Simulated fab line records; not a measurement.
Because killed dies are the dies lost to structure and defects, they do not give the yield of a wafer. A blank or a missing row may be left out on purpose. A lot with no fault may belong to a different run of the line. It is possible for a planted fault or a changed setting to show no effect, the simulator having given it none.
Which tool is to blame? -- flow n5_finfet -- Sampling: 10 lots, 30 wafers, 6 of 1938 route steps

== WHAT THE GAUGES SHOWED, per wafer ==
N5_BEOL_M8_THK_MEAS_01.
lot,measured,on,M8_ILD_THK (nm)
L810,day 9 06:51,film_metro-01,155.9 156.0 157.9
L811,day 9 07:08,film_metro-01,153.8 155.2 155.2
L815,day 10 12:42,film_metro-01,151.7 155.2 155.3
L816,day 10 14:24,film_metro-01,155.9 156.0 156.8
L814,day 10 17:42,film_metro-02,157.5 156.1 159.1
L818,day 11 00:08,film_metro-02,156.7 156.9 156.1
L819,day 11 01:03,film_metro-01,154.0 152.7 156.7
L827,day 13 05:14,film_metro-02,156.9 156.2 156.0
L829,day 13 23:46,film_metro-02,153.6 156.6 154.0
L833,day 14 23:59,film_metro-01,155.2 156.9 156.1

N5_BEOL_M8_CD_MEAS_11: the cd target is 38.5 nm.
lot,measured,on,cd_nm (nm)
L810,day 9 07:19,cd_sem-01,38.7 38.5 38.4
L811,day 9 07:43,cd_sem-03,38.4 38.3 39.0
L815,day 10 14:21,cd_sem-01,39.0 38.2 38.4
L816,day 10 15:26,cd_sem-02,38.9 38.4 38.7
L814,day 10 18:20,cd_sem-02,38.1 39.1 38.5
L818,day 11 02:47,cd_sem-02,38.3 38.7 38.6
L819,day 11 03:07,cd_sem-02,38.6 39.0 38.2
L827,day 13 06:13,cd_sem-02,38.4 39.0 38.9
L829,day 14 01:10,cd_sem-01,39.7 40.6 39.7
L833,day 15 00:49,cd_sem-02,39.9 40.0 40.3

N5_BEOL_M8_CD_MEAS_18: pitch 80 nm, target cd 40 nm.
lot,measured,on,cd_nm (nm)
L810,day 9 09:27,cd_sem-01,39.8 39.8 40.3
L811,day 9 10:08,cd_sem-01,39.7 39.6 40.6
L815,day 10 14:57,cd_sem-03,41.2 40.5 40.3
L816,day 10 15:59,cd_sem-02,39.8 40.4 40.4
L814,day 10 18:59,cd_sem-01,40.1 40.9 40.0
L818,day 11 03:20,cd_sem-02,39.2 40.5 39.9
L819,day 11 03:40,cd_sem-01,39.8 40.2 40.2
L827,day 13 06:46,cd_sem-02,40.1 40.1 40.3
L829,day 14 01:47,cd_sem-02,41.0 42.7 41.4
L833,day 15 01:24,cd_sem-03,41.6 41.7 42.1

== WHICH TOOL RAN EACH LOT (tool, then ch and the chambers of the sampled wafers, then the start) ==
lot,N5_BEOL_M7_DEP_56,N5_BEOL_M8_EXPOSE_08,N5_BEOL_M8_ETCH_61
L810,"pecvd-03 ch 0,1,2, day 9 06:08","arfi_scanner-01 ch 0, day 9 07:12","rie_diel-06 ch 1,2, day 9 08:35"
L811,"pecvd-03 ch 0,1,2, day 9 06:25","arfi_scanner-03 ch 0, day 9 07:36","rie_diel-06 ch 0,3, day 9 09:39"
L815,"pecvd-04 ch 0, day 10 11:59","arfi_scanner-02 ch 0, day 10 14:13","rie_diel-02 ch 0,2,3, day 10 14:31"
L816,"pecvd-03 ch 0,2, day 10 13:40","arfi_scanner-01 ch 0, day 10 15:18","rie_diel-02 ch 2,3, day 10 15:33"
L814,"pecvd-03 ch 1,2, day 10 16:44","arfi_scanner-02 ch 0, day 10 18:13","rie_diel-04 ch 1,2, day 10 18:33"
L818,"pecvd-04 ch 1,2, day 10 23:23","arfi_scanner-02 ch 0, day 11 02:40","rie_diel-02 ch 0,3, day 11 02:55"
L819,"pecvd-01 ch 0,1, day 11 00:20","arfi_scanner-03 ch 0, day 11 02:59","rie_diel-02 ch 0,2,3, day 11 03:14"
L827,"pecvd-01 ch 0,1,2, day 13 04:33","arfi_scanner-02 ch 0, day 13 06:06","rie_diel-02 ch 0,2,3, day 13 06:22"
L829,"pecvd-01 ch 1,2, day 13 23:03","arfi_scanner-02 ch 0, day 14 01:02","rie_diel-06 ch 0,2,3, day 14 01:21"
L833,"pecvd-03 ch 0,1, day 14 22:47","arfi_scanner-02 ch 0, day 15 00:41","rie_diel-04 ch 0,2,3, day 15 00:56"
- N5_BEOL_M7_DEP_56: deposits SiCN from 3MS/NH3, target thk 10 nm, time 17.5 s.
- N5_BEOL_M8_EXPOSE_08: exposes mask M8.
- N5_BEOL_M8_ETCH_61: etches SiARC in CF4, target depth 45.5 nm, time 75.8 s.

== AS READ BY THE TOOLS THEMSELVES (means over the sampled wafers that have a number; for cases with no such wafer, the mark the record gives instead) ==
N5_BEOL_M7_DEP_56.
lot,tool,showerhead_plenum_p_Torr (Torr),throttle_valve_pct (%)
L810,pecvd-03,3.681,9.1
L811,pecvd-03,3.680,9.0
L815,pecvd-04,3.657,9.4
L816,pecvd-03,3.666,8.9
L814,pecvd-03,3.680,9.1
L818,pecvd-04,3.671,8.8
L819,pecvd-01,3.661,9.7
L827,pecvd-01,3.659,9.4
L829,pecvd-01,3.651,9.1
L833,pecvd-03,3.679,9.2

N5_BEOL_M8_EXPOSE_08.
lot,tool,exposure_dose_mJ_cm2
L810,arfi_scanner-01,68.18
L811,arfi_scanner-03,68.32
L815,arfi_scanner-02,68.19
L816,arfi_scanner-01,68.20
L814,arfi_scanner-02,68.14
L818,arfi_scanner-02,68.26
L819,arfi_scanner-03,68.30
L827,arfi_scanner-02,68.20
L829,arfi_scanner-02,70.66
L833,arfi_scanner-02,70.20

N5_BEOL_M8_ETCH_61.
lot,tool,chamber_pressure_mTorr (mTorr),drypump_motor_current_A (A),etch_rf_on_time_s (s),oes_product_au (a.u.),rf_vpp_V (V),showerhead_plenum_p_Torr (Torr),throttle_valve_pct (%)
L810,rie_diel-06,39.96,5.9,77.1,0.62,184.5,2.11,15.66
L811,rie_diel-06,40.01,6.2,76.0,0.67,184.2,2.10,15.47
L815,rie_diel-02,39.95,5.6,76.0,0.67,184.3,2.12,15.64
L816,rie_diel-02,39.98,6.0,75.4,0.66,184.4,2.14,15.86
L814,rie_diel-04,39.99,5.9,75.5,0.72,184.0,2.08,15.56
L818,rie_diel-02,40.03,5.2,77.4,0.61,183.4,2.09,15.79
L819,rie_diel-02,39.96,5.6,75.2,0.67,184.0,2.11,15.66
L827,rie_diel-02,39.99,5.6,74.8,0.73,183.3,2.11,15.53
L829,rie_diel-06,39.99,5.9,77.6,0.61,184.1,2.08,15.59
L833,rie_diel-04,40.02,6.1,75.5,0.69,183.9,2.13,15.59

== THE ANSWER, worked out from the rows above alone ==
Rule: the usual values come from the lots themselves. Put in order of their means at a reading, lots are off if they are a third of the lots or fewer, leave a main group of 4 or more, and stand apart from it by a gap of 3 or more times the standard deviation of the main group's means; of several such gaps the widest counts. Not used: any main group whose means are identical at the precision the tables above print for the reading. Also off: a lot with no number at a reading for which 4 or more lots have one. The other lots that the step has rows for count as sound. After the gauges, taken in route order, come the tools' own readings; for these a lot's mean is taken, as printed above. The first step at which some lot is off is used, and at that step the reading that is off furthest; a lot without a number counts as furthest.
Off at N5_BEOL_M8_CD_MEAS_11 (cd_nm): L829, L833. Main group: mean 38.6 nm, sd 0.077.
If a tool, at a process step before that reading, ran all the lots that are off and no sound lot after the first of them, it fits. The gauges at N5_BEOL_M8_CD_MEAS_11 aren't tried: what is off there is off at N5_BEOL_M8_EXPOSE_08 too, on other tools, and a gauge's error can't cause that. One fits: N5_BEOL_M8_EXPOSE_08 on arfi_scanner-02. A fault onset in the window from L827 (day 13 06:06, its last sound lot) to L829 (day 14 01:02, its first lot off) fits.
The tool's own readings at N5_BEOL_M8_EXPOSE_08 bear it out: on the lots that are off they differ by more than 5 times the standard deviation of the sound lots' means. exposure_dose_mJ_cm2 reads 70.43 there against 68.22 on the sound lots.

== WHAT WAS PUT IN BY THE SIMULATOR ==
Process parameter drift: arfi_scanner-02, from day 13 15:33 on, at N5_BEOL_M8_EXPOSE_08. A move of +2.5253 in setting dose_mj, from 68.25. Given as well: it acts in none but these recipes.
Struck lots among those shown: L829, L833. Same finding as the rule above.
